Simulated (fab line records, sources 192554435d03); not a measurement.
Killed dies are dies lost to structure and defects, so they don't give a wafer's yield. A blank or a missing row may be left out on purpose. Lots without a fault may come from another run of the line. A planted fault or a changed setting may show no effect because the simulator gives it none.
Chamber matching | flow n5_finfet | N5_BEOL_M5_VIA_ETCH_34 on rie_diel-04: 4 sister chambers
The step etches SiCOH lowk in C4F6/O2, target depth 88.3 nm, time 39.2 s. 8 wafers are shown with their chamber, then 11 later ones without.

WAFERS WITH THEIR CHAMBER
wafer  | chamber | showerhead_plenum_p_Torr (Torr) | throttle_valve_pct (%)
L077.6 | 2       | 2.82                            | 20.62
L080.1 | 3       | 2.68                            | 21.12
L080.4 | 2       | 2.82                            | 20.62
L085.2 | 0       | 2.83                            | 21.30
L086.2 | 0       | 2.82                            | 21.30
L086.3 | 3       | 2.68                            | 21.13
L086.6 | 1       | 2.95                            | 20.84
L087.3 | 1       | 2.94                            | 20.86

WAFERS WITHOUT THEIR CHAMBER
wafer  | showerhead_plenum_p_Torr (Torr) | throttle_valve_pct (%)
L087.4 | 2.68                            | 21.13
L087.5 | 2.68                            | 21.12
L090.1 | 2.82                            | 21.32
L090.2 | 2.94                            | 20.86
L090.6 | 2.82                            | 21.31
L092.2 | 2.81                            | 20.64
L092.4 | 2.94                            | 20.87
L092.6 | 2.82                            | 21.33
L096.1 | 2.81                            | 21.34
L096.3 | 2.81                            | 20.66
L096.5 | 2.94                            | 20.85

WHICH CHAMBER EACH WENT THROUGH
wafer  | from the rows above | in truth
L087.4 | 3                   | 3
L087.5 | 3                   | 3
L090.1 | 0                   | 0
L090.2 | 1                   | 1
L090.6 | 0                   | 0
L092.2 | 2                   | 2
L092.4 | 1                   | 1
L092.6 | 0                   | 0
L096.1 | 0                   | 0
L096.3 | 2                   | 2
L096.5 | 1                   | 1
Placed correctly: 11 of 11. Can't be placed from these rows: 0. Placed wrongly: 0.
How it was worked out, from the rows above alone: a wafer's distance from a chamber is the root of the sum, over the readings, of the square of ((its reading less the chamber's mean) divided by the reading's scatter). The wafer belongs to the nearest chamber; if the next one is less than 2 further off, it can't be placed. A chamber's mean is the mean of its shown wafers. The scatter: the root of (the sum of the squares of (reading less its chamber's mean) over the shown wafers, divided by (wafers less chambers)).
